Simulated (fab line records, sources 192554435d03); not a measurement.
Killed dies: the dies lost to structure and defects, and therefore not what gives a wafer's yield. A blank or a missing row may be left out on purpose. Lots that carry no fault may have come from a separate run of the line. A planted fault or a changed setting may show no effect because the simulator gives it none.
The tool behind it: which one? ; flow n5_finfet ; 24 lots, 72 wafers sampled, at 6 steps of a route of 1938

WHAT THE GAUGES SHOWED, per wafer
N5_BEOL_M13_CD_MEAS_28 targets a cd of 209.5 nm. Usual: 208.4 nm for cd_nm, sd 2.2.
lot;measured;on;cd_nm (nm);flag
L075;day 11 07:24;cd_sem-01;209.5 206.5 207.7;
L076;day 11 07:56;cd_sem-01;210.3 207.9 207.8;
L077;day 11 08:29;cd_sem-01;210.4 212.0 212.9;
L074;day 11 20:49;cd_sem-03;210.1 205.2 206.7;
L079;day 12 02:26;cd_sem-01;207.7 208.1 208.3;
L078;day 12 04:05;cd_sem-01;206.9 205.2 203.8;
L080;day 12 08:53;cd_sem-03;209.7 206.6 208.4;
L081;day 12 12:29;cd_sem-01;209.9 209.3 210.8;
L082;day 12 18:13;cd_sem-03;204.7 205.9 205.9;
L083;day 13 10:03;cd_sem-01;209.2 206.1 206.3;
L084;day 13 13:30;cd_sem-02;210.5 210.0 212.8;
L086;day 13 23:39;cd_sem-03;207.1 205.4 208.5;
L085;day 13 23:53;cd_sem-02;206.5 207.8 208.7;
L087;day 14 09:30;cd_sem-03;212.4 210.8 209.3;
L088;day 14 14:06;cd_sem-03;209.3 208.5 207.5;
L089;day 14 14:48;cd_sem-03;208.3 204.7 205.5;
L091;day 14 21:03;cd_sem-03;209.5 212.3 208.7;
L090;day 15 09:14;cd_sem-03;211.6 209.0 211.3;
L092;day 15 09:40;cd_sem-03;209.2 209.3 211.4;
L094;day 15 13:26;cd_sem-01;208.6 210.8 210.5;
L093;day 15 22:39;cd_sem-03;204.6 204.2 208.1;
L095;day 15 23:13;cd_sem-02;212.2 208.3 209.3;
L097;day 16 15:37;cd_sem-01;207.2 203.2 205.6;
L096;day 16 15:57;cd_sem-03;212.0 207.3 209.8;

N5_BEOL_M15_INSPECT_30: inspects for defects (macro). Usual: 2.2 for raw_defect_count, sd 1.4.
lot;measured;on;raw_defect_count;flag
L075;day 11 17:57;defect_inspect-02;3 2 1;
L076;day 11 22:48;defect_inspect-02;2 1 4;
L077;day 11 20:47;defect_inspect-02;3 1 2;
L074;day 12 07:29;defect_inspect-01;0 3 3;
L079;day 12 14:05;defect_inspect-02;2 2 4;
L078;day 12 18:38;defect_inspect-02;1 1 0;
L080;day 12 20:18;defect_inspect-02;3 1 2;
L081;day 13 00:08;defect_inspect-02;1 3 2;
L082;day 13 09:46;defect_inspect-01;3 3 5;
L083;day 14 00:35;defect_inspect-01;2 2 4;
L084;day 14 00:01;defect_inspect-02;1 1 2;
L086;day 14 13:08;defect_inspect-02;2 1 4;
L085;day 14 14:17;defect_inspect-01;2 2 3;
L087;day 14 21:25;defect_inspect-02;0 7 0;
L088;day 15 03:37;defect_inspect-02;2 2 0;
L089;day 15 03:19;defect_inspect-02;2 3 1;
L091;day 15 06:44;defect_inspect-01;0 4 5;
L090;day 15 19:40;defect_inspect-02;2 4 3;
L092;day 15 19:55;defect_inspect-02;3 4 3;
L094;day 16 01:55;defect_inspect-02;2 2 2;
L093;day 16 08:36;defect_inspect-02;3 3 1;
L095;day 16 11:20;defect_inspect-01;1 3 1;
L097;day 17 04:28;defect_inspect-02;2 1 2;
L096;day 17 05:44;defect_inspect-01;3 0 2;

WHAT TOOL EACH LOT RAN ON (gives the tool, then ch and the chambers of the sampled wafers, and finally the start)
lot;N5_BEOL_M13_TRENCH_ETCH_34;N5_BEOL_M14_ILD_DEP_00;N5_BEOL_M15_DESCUM_15;N5_BEOL_M15_STRIP_63
L075;rie_diel-04 ch 0,1,3, day 11 08:04;pecvd-02 ch 0,1,2, day 11 11:15;rie_diel-02 ch 2,3, day 11 16:21;rie_diel-02 ch 2,3, day 11 17:57 or earlier
L076;rie_diel-01 ch 0,2,3, day 11 08:26;pecvd-02 ch 0,1,2, day 11 15:21;rie_diel-04 ch 1,2,3, day 11 21:15;rie_diel-04 ch 1,2,3, day 11 22:48 or earlier
L077;rie_diel-02 ch 0,2, day 11 08:58;pecvd-04 ch 0,1, day 11 12:29;rie_diel-04 ch 1,2,3, day 11 19:22;rie_diel-04 ch 1,2,3, day 11 20:47 or earlier
L074;rie_diel-02 ch 0,2,3, day 11 21:20;pecvd-01 ch 1,2, day 12 00:34;rie_diel-01 ch 0,3, day 12 06:04;rie_diel-01 ch 0,3, day 12 07:29 or earlier
L079;rie_diel-02 ch 2,3, day 12 02:55;pecvd-01 ch 1,2, day 12 05:49;rie_diel-04 ch 1,2,3, day 12 12:01;rie_diel-04 ch 1,2,3, day 12 14:05 or earlier
L078;rie_diel-04 ch 0,1, day 12 04:35;pecvd-04 ch 0,1,2, day 12 08:34;rie_diel-04 ch 0,2,3, day 12 17:01;rie_diel-04 ch 0,2,3, day 12 18:38 or earlier
L080;rie_diel-01 ch 0,1,2, day 12 09:22;pecvd-04 ch 0,1,2, day 12 12:25;rie_diel-04 ch 1,2, day 12 18:31;rie_diel-04 ch 1,2, day 12 20:18 or earlier
L081;rie_diel-04 ch 0,3, day 12 13:05;pecvd-04 ch 0,2, day 12 15:41;rie_diel-01 ch 1,2, day 12 22:41;rie_diel-01 ch 1,2, day 13 00:08 or earlier
L082;rie_diel-04 ch 1,2,3, day 12 19:54;pecvd-02 ch 0,2, day 12 23:38;rie_diel-04 ch 0,3, day 13 08:18;rie_diel-04 ch 0,1,3, day 13 09:46 or earlier
L083;rie_diel-02 ch 0,2,3, day 13 10:32;pecvd-01 ch 0,1,2, day 13 15:04;rie_diel-01 ch 0,2,3, day 13 22:47;rie_diel-01 ch 0,2,3, day 14 00:35 or earlier
L084;rie_diel-01 ch 0,2,3, day 13 14:00;pecvd-04 ch 0,1,2, day 13 17:23;rie_diel-02 ch 0,1,2, day 13 22:25;rie_diel-02 ch 0,1,2, day 14 00:01 or earlier
L086;rie_diel-01 ch 0,2,3, day 14 00:15;pecvd-04 ch 0,2, day 14 05:12;rie_diel-02 ch 1,2,3, day 14 11:34;rie_diel-02 ch 1,2,3, day 14 13:08 or earlier
L085;rie_diel-02 ch 0,2, day 14 00:43;pecvd-02 ch 0,1, day 14 05:33;rie_diel-02 ch 0,1,2, day 14 12:44;rie_diel-02 ch 0,1,2, day 14 14:17 or earlier
L087;rie_diel-02 ch 0,1, day 14 10:02;pecvd-04 ch 0,2, day 14 13:07;rie_diel-02 ch 2,3, day 14 19:59;rie_diel-02 ch 2,3, day 14 21:25 or earlier
L088;rie_diel-02 ch 1,2,3, day 14 14:35;pecvd-04 ch 0,1,2, day 14 20:33;rie_diel-02 ch 0,1,2, day 15 02:11;rie_diel-02 ch 0,1,2, day 15 03:37 or earlier
L089;rie_diel-02 ch 0,3, day 14 15:17;pecvd-02 ch 0,1, day 14 18:19;rie_diel-04 ch 0,2,3, day 15 01:53;rie_diel-04 ch 0,1, day 15 03:19 or earlier
L091;rie_diel-04 ch 0,1,2, day 14 21:32;pecvd-01 ch 0,1,2, day 15 00:13;rie_diel-01 ch 0,1,2, day 15 05:00;rie_diel-01 ch 0,1,2, day 15 06:44 or earlier
L090;rie_diel-04 ch 1,3, day 15 09:44;pecvd-02 ch 0,1,2, day 15 12:32;rie_diel-01 ch 0,3, day 15 18:14;rie_diel-01 ch 0,3, day 15 19:40 or earlier
L092;rie_diel-02 ch 0,3, day 15 10:10;pecvd-04 ch 0,2, day 15 13:20;rie_diel-04 ch 2,3, day 15 18:29;rie_diel-04 ch 2,3, day 15 19:55 or earlier
L094;rie_diel-04 ch 0,1,2, day 15 13:56;pecvd-01 ch 1,2, day 15 18:47;rie_diel-02 ch 2,3, day 16 00:29;rie_diel-02 ch 2,3, day 16 01:55 or earlier
L093;rie_diel-02 ch 0,1,2, day 15 23:08;pecvd-04 ch 0,1, day 16 01:15;rie_diel-01 ch 1,2, day 16 07:03;rie_diel-01 ch 1,2, day 16 08:36 or earlier
L095;rie_diel-01 ch 0,3, day 15 23:42;pecvd-04 ch 0,1, day 16 03:25;rie_diel-04 ch 0,1,2, day 16 09:52;rie_diel-04 ch 0,1,2, day 16 11:20 or earlier
L097;rie_diel-02 ch 0,1, day 16 16:07;pecvd-01 ch 1,2, day 16 20:14;rie_diel-04 ch 0,3, day 17 02:52;rie_diel-04 ch 0,3, day 17 04:28 or earlier
L096;rie_diel-04 ch 0,2, day 16 16:26;pecvd-04 ch 0,1, day 16 20:31;rie_diel-01 ch 0,1,2, day 17 04:05;rie_diel-01 ch 0,1,2, day 17 05:44 or earlier
- N5_BEOL_M13_TRENCH_ETCH_34: etches SiOC in C4F8/O2/Ar, target depth 413.47 nm, time 162.6 s.
- N5_BEOL_M14_ILD_DEP_00: deposits SiO2 from TEOS/O2, target thk 1119.3 nm, time 237.4 s.
- N5_BEOL_M15_DESCUM_15: chemistry O2, time 7.9 s.
- N5_BEOL_M15_STRIP_63: strips in O2.

WHAT THE TOOLS THEMSELVES READ (means of the sampled wafers that have a number; where no wafer has one, the mark that the record gives instead)
N5_BEOL_M13_TRENCH_ETCH_34. Usual: drypump_motor_current_A 5.9 A, standard deviation 0.54; oes_product_au 0.77 a.u., standard deviation 0.069; rf_vpp_V 665.3 V, standard deviation 2.9; showerhead_plenum_p_Torr 3.41 Torr, standard deviation 0.11; throttle_valve_pct 24.13 %, standard deviation 0.26.
lot;tool;drypump_motor_current_A (A);oes_product_au (a.u.);rf_vpp_V (V);showerhead_plenum_p_Torr (Torr);throttle_valve_pct (%);flag
L075;rie_diel-04;5.9;0.78;665.8;3.43;24.14;
L076;rie_diel-01;6.1;0.78;663.1;3.31;23.73;
L077;rie_diel-02;6.0;0.88;670.3;3.57;24.09;
L074;rie_diel-02;5.9;0.82;667.6;3.49;24.26;
L079;rie_diel-02;6.1;0.80;668.9;3.53;24.22;
L078;rie_diel-04;5.4;0.79;667.4;3.49;24.28;
L080;rie_diel-01;6.1;0.81;664.0;3.35;23.98;
L081;rie_diel-04;6.3;0.72;666.3;3.44;24.18;
L082;rie_diel-04;5.8;0.76;663.3;3.33;24.04;
L083;rie_diel-02;5.9;0.81;667.3;3.48;24.27;
L084;rie_diel-01;6.1;0.76;662.6;3.31;23.75;
L086;rie_diel-01;6.1;0.76;662.9;3.30;23.74;
L085;rie_diel-02;5.8;0.87;668.9;3.51;24.13;
L087;rie_diel-02;5.4;0.77;665.9;3.42;24.15;
L088;rie_diel-02;5.9;0.74;666.7;3.45;24.26;
L089;rie_diel-02;5.7;0.81;666.1;3.44;24.31;
L091;rie_diel-04;5.6;0.73;666.3;3.40;24.20;
L090;rie_diel-04;6.1;0.77;663.8;3.32;24.03;
L092;rie_diel-02;5.7;0.81;666.7;3.43;24.32;
L094;rie_diel-04;5.6;0.72;665.3;3.40;24.20;
L093;rie_diel-02;5.7;0.79;667.1;3.48;24.14;
L095;rie_diel-01;5.9;0.73;662.8;3.33;23.81;
L097;rie_diel-02;5.5;0.80;665.9;3.43;24.20;
L096;rie_diel-04;5.8;0.69;663.4;3.33;24.12;

N5_BEOL_M14_ILD_DEP_00. Usual: heater_power_w 562 W, standard deviation 130; showerhead_plenum_p_Torr 8.34 Torr, standard deviation 0.045; throttle_valve_pct 19.0 %, standard deviation 1.1.
lot;tool;heater_power_w (W);showerhead_plenum_p_Torr (Torr);throttle_valve_pct (%);flag
L075;pecvd-02;516;8.40;18.6;
L076;pecvd-02;483;8.38;18.4;
L077;pecvd-04;645;8.30;18.7;
L074;pecvd-01;479;8.37;18.1;
L079;pecvd-01;528;8.35;18.0;
L078;pecvd-04;556;8.32;19.3;
L080;pecvd-04;645;8.30;19.5;
L081;pecvd-04;766;8.31;19.4;
L082;pecvd-02;450;8.40;18.2;
L083;pecvd-01;545;8.35;18.2;
L084;pecvd-04;661;8.30;19.7;
L086;pecvd-04;603;8.31;19.9;
L085;pecvd-02;519;8.36;19.0;
L087;pecvd-04;705;8.32;19.3;
L088;pecvd-04;593;8.30;19.4;
L089;pecvd-02;514;8.35;19.1;
L091;pecvd-01;481;8.37;18.1;
L090;pecvd-02;490;8.39;18.6;
L092;pecvd-04;581;8.31;20.2;
L094;pecvd-01;505;8.35;18.3;
L093;pecvd-04;541;8.29;19.1;
L095;pecvd-04;536;8.29;19.1;
L097;pecvd-01;501;8.35;18.0;
L096;pecvd-04;682;8.30;18.9;

N5_BEOL_M15_DESCUM_15. Usual: drypump_motor_current_A 6.0 A, standard deviation 0.57; oes_product_au 0.76 a.u., standard deviation 0.061; rf_vpp_V 242.9 V, standard deviation 1.4; showerhead_plenum_p_Torr 2.08 Torr, standard deviation 0.066; throttle_valve_pct 20.42 %, standard deviation 0.24.
lot;tool;drypump_motor_current_A (A);oes_product_au (a.u.);rf_vpp_V (V);showerhead_plenum_p_Torr (Torr);throttle_valve_pct (%);flag
L075;rie_diel-02;6.1;0.80;244.2;2.18;20.49;
L076;rie_diel-04;5.8;0.78;242.5;2.06;20.46;
L077;rie_diel-04;5.8;0.78;243.1;2.06;20.46;
L074;rie_diel-01;5.9;0.76;243.0;2.08;20.28;
L079;rie_diel-04;5.8;0.78;242.2;2.06;20.46;
L078;rie_diel-04;6.2;0.74;242.3;2.06;20.40;
L080;rie_diel-04;5.5;0.75;242.2;2.05;20.51;
L081;rie_diel-01;6.5;0.81;242.9;2.08;20.44;
L082;rie_diel-04;6.5;0.75;242.5;2.06;20.38;
L083;rie_diel-01;6.1;0.77;241.4;2.04;20.20;
L084;rie_diel-02;5.7;0.81;244.1;2.13;20.26;
L086;rie_diel-02;5.9;0.75;243.6;2.12;20.48;
L085;rie_diel-02;5.7;0.81;243.8;2.12;20.27;
L087;rie_diel-02;6.1;0.72;243.8;2.13;20.78;
L088;rie_diel-02;5.7;0.81;243.4;2.12;20.28;
L089;rie_diel-04;6.2;0.72;242.5;2.05;20.44;
L091;rie_diel-01;6.1;0.80;242.4;2.05;20.32;
L090;rie_diel-01;5.9;0.74;242.3;2.07;20.30;
L092;rie_diel-04;6.0;0.72;241.8;2.00;20.42;
L094;rie_diel-02;6.1;0.71;244.1;2.13;20.80;
L093;rie_diel-01;6.6;0.77;241.9;2.04;20.29;
L095;rie_diel-04;5.6;0.72;243.1;2.09;20.56;
L097;rie_diel-04;6.5;0.73;242.6;2.05;20.41;
L096;rie_diel-01;6.1;0.78;242.4;2.05;20.34;

N5_BEOL_M15_STRIP_63. Usual: drypump_motor_current_A 5.9 A, standard deviation 0.58; oes_product_au 0.76 a.u., standard deviation 0.062; rf_vpp_V 3.6 V, standard deviation 0.8; showerhead_plenum_p_Torr 2.09 Torr, standard deviation 0.066; throttle_valve_pct 16.66 %, standard deviation 0.2.
lot;tool;drypump_motor_current_A (A);oes_product_au (a.u.);rf_vpp_V (V);showerhead_plenum_p_Torr (Torr);throttle_valve_pct (%);flag
L075;rie_diel-02;6.1;0.81;3.2;2.18;16.70;
L076;rie_diel-04;5.8;0.79;3.4;2.06;16.66;
L077;rie_diel-04;5.8;0.78;3.9;2.06;16.65;
L074;rie_diel-01;5.9;0.75;3.9;2.08;16.52;
L079;rie_diel-04;5.8;0.78;3.5;2.06;16.66;
L078;rie_diel-04;6.2;0.73;4.3;2.06;16.64;
L080;rie_diel-04;5.5;0.75;3.3;2.06;16.71;
L081;rie_diel-01;6.5;0.81;3.5;2.08;16.67;
L082;rie_diel-04;5.9;0.77;3.3;2.11;16.70;
L083;rie_diel-01;6.1;0.78;3.1;2.05;16.47;
L084;rie_diel-02;5.7;0.82;3.6;2.13;16.53;
L086;rie_diel-02;5.8;0.74;2.7;2.12;16.73;
L085;rie_diel-02;5.7;0.81;4.3;2.13;16.52;
L087;rie_diel-02;6.0;0.72;3.8;2.13;16.96;
L088;rie_diel-02;5.7;0.80;3.8;2.13;16.55;
L089;rie_diel-04;5.4;0.76;4.3;2.15;16.81;
L091;rie_diel-01;6.1;0.80;3.0;2.05;16.56;
L090;rie_diel-01;5.9;0.73;2.7;2.07;16.58;
L092;rie_diel-04;6.0;0.73;3.7;2.00;16.68;
L094;rie_diel-02;6.1;0.72;3.5;2.13;16.98;
L093;rie_diel-01;6.7;0.77;4.8;2.04;16.54;
L095;rie_diel-04;5.6;0.73;3.8;2.10;16.79;
L097;rie_diel-04;6.5;0.72;3.4;2.05;16.68;
L096;rie_diel-01;6.1;0.79;3.8;2.05;16.58;

THE ANSWER, worked out from the rows above alone
Rule: take the mean of a lot's wafers that have a number; if it is more than 3 standard deviations from the usual mean, the lot is off. A lot without any number at a reading at which 4 lots or more have one is off too. Any other lot the step has rows for is counted as sound. After the gauges, taken in route order, come the tools' own readings; for these a lot's mean is taken, as printed above. The first step at which some lot is off is used, and at that step the reading that is off furthest; a lot without a number counts as furthest.
Nothing can be told from this: no lot is off at any reading shown.

WHAT THE SIMULATOR PUT IN
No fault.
